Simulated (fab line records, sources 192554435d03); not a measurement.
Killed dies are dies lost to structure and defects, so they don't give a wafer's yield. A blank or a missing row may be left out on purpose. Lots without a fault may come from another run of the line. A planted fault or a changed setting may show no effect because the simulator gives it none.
Chamber matching | flow n5_finfet | N5_BEOL_M0_SAQP_PECVD_03 on pecvd-04: 3 sister chambers
The step deposits SiCN from 3MS/NH3, target thk 12 nm, time 21.1 s. 3 wafers are shown with their chamber, then 9 later ones without.

WAFERS WITH THEIR CHAMBER
wafer  | chamber | showerhead_plenum_p_Torr (Torr)
L091.6 | 1       | 3.660
L092.1 | 0       | 3.672
L092.4 | 2       | 3.701

WAFERS WITHOUT THEIR CHAMBER
wafer  | showerhead_plenum_p_Torr (Torr)
L093.2 | 3.700
L093.4 | 3.671
L093.6 | 3.683
L094.2 | 3.675
L094.3 | 3.681
L094.5 | 3.672
L096.1 | 3.680
L096.4 | 3.684
L096.6 | 3.671

WHICH CHAMBER EACH WENT THROUGH
wafer  | from the rows above          | in truth
L093.2 | 2                            | 2
L093.4 | can't be placed: 0 or 1      | 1
L093.6 | can't be placed: 0 or 2 or 1 | 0
L094.2 | can't be placed: 0 or 1      | 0
L094.3 | can't be placed: 0 or 2 or 1 | 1
L094.5 | can't be placed: 0 or 1      | 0
L096.1 | can't be placed: 0 or 1 or 2 | 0
L096.4 | can't be placed: 0 or 2 or 1 | 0
L096.6 | can't be placed: 0 or 1      | 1
Placed correctly: 1 of 9. Can't be placed from these rows: 8 (the true chamber is among the candidates in 8). Placed wrongly: 0.
How it was worked out, from the rows above alone: a wafer's distance from a chamber is the root of the sum, over the readings, of the square of ((its reading less the chamber's mean) divided by the reading's scatter). The wafer belongs to the nearest chamber; if the next one is less than 2 further off, it can't be placed. A chamber's mean is the mean of its shown wafers. The scatter: with one shown wafer a chamber, the root of the mean of the squares of how far each hidden wafer lies from its nearest shown one.
